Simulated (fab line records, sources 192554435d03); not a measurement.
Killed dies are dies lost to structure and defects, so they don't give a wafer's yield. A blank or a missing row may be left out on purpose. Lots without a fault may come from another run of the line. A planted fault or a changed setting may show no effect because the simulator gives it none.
A struck lot beside a sound one | flow n5_finfet | 14 steps out of a route of 1938
Sound: wafers L386.1, L386.3, L386.6. Struck: wafer L378.4. (L378.6 of the same lot was not struck and is left out.) The cause comes at the end.
At each step with rows: each side's tool, then ch and its chambers, then its first start. Under that, the readings that differ: sound wafers | struck wafers | difference of the means | sigmas: that difference in standard deviations of wafers without a fault.
alike: readings whose means differ by less than 2 such deviations, and words and numbers that are the same on both sides. not compared: withheld readings, readings that some wafer has no value for, bounds like >300 that may hide the same value, and numbers for which the record gives no deviation and whose values overlap.
The two part at a step that has a row with sigmas, a row that says differs or no value, or rows on one side only. Numbers that don't overlap but have no deviation are shown without sigmas and don't part them. A reading that every wafer of one side lacks parts them only if that side has two wafers or more.

N5_BEOL_M10_CURE_72: cures SiCOH lowk, time 120 s.
  sound on uv_cure-01 ch 0, day 15 16:34; struck on uv_cure-01 ch 1, day 13 19:45
  reading            | sound             | struck | difference | sigmas
  lamp_power_pct (%) | 52.28 52.40 52.41 | 52.23  | -0.13      | -2
  alike: wafer_temp_C_max
N5_BEOL_M10_DEGAS_44: time 60 s.
  sound on pvd_sputter-03, day 15 16:54; struck on pvd_sputter-02, day 13 20:34
  alike: heater_power_w
N5_BEOL_M10_PRE_CLEAN_45: time 30 s.
  sound on pvd_sputter-03, day 15 16:56; struck on pvd_sputter-02, day 13 20:36
  alike: heater_power_w
then, 1 step without rows for these wafers: N5_BEOL_M10_ALD_74 (deposits TaN, target thk 2 nm, pulse time 2 s, purge time 3 s).
N5_BEOL_M10_SURFACE_TREAT_76:
  sound on pvd_sputter-01, day 15 17:22; struck on pvd_sputter-03, day 13 21:02
  not compared: throttle_valve_pct
then, 3 steps without rows for these wafers: N5_BEOL_M10_CVD_75 (deposits Co from CCTBA/H2, target thk 2 nm, time 138.9 s); N5_BEOL_M10_SPUTTER_48 (material Cu, target thk 12 nm, time 2 s); N5_BEOL_M10_ECD_50 (material Cu, target thk 318 nm).
N5_BEOL_M10_ANNEAL_51: time 90 s.
  sound on rtp_anneal-01 ch 0, day 15 19:19; struck on rtp_anneal-01 ch 0, day 13 21:49
  alike: wafer_temp_C_max
then, 1 step without rows for these wafers: N5_BEOL_M10_CMP_52 (polishes, stops on SiCOH lowk, t overpolish 7 s, target thk 140 nm).
N5_BEOL_M10_THK_MEAS_53: measures by xrf.
  sound on film_metro-01, day 15 19:54; struck on film_metro-02, day 13 22:17
  alike: M10_THK
then, 1 step without rows for these wafers: N5_BEOL_M10_PRE_CLEAN_55 (time 15 s).
N5_BEOL_M10_DEP_56: deposits SiCN from 3MS/NH3, target thk 15 nm, time 26.5 s.
  sound on pecvd-04 ch 0,1, day 15 19:58; struck on pecvd-01 ch 2, day 13 22:22
  reading                                   | sound      | struck | difference | sigmas
  model.SiCN_of_BEOL_M10_DEP_56.thk_nm (nm) | 15 14.8 15 | 11.2   | -3.7       |
  alike: showerhead_plenum_p_Torr, throttle_valve_pct
N5_BEOL_M10_RS_MEAS_57: measures by four-point-probe.
  sound on film_metro-02, day 15 20:02; struck on film_metro-01, day 13 22:25
  alike: M10_RS

WHERE THEY PART
Only at N5_BEOL_M10_CURE_72, within this record. Later steps at which nothing parts them and some readings are alike: N5_BEOL_M10_DEGAS_44, N5_BEOL_M10_PRE_CLEAN_45, N5_BEOL_M10_ANNEAL_51, N5_BEOL_M10_THK_MEAS_53, N5_BEOL_M10_DEP_56, N5_BEOL_M10_RS_MEAS_57.

WHY: what the simulator had put in
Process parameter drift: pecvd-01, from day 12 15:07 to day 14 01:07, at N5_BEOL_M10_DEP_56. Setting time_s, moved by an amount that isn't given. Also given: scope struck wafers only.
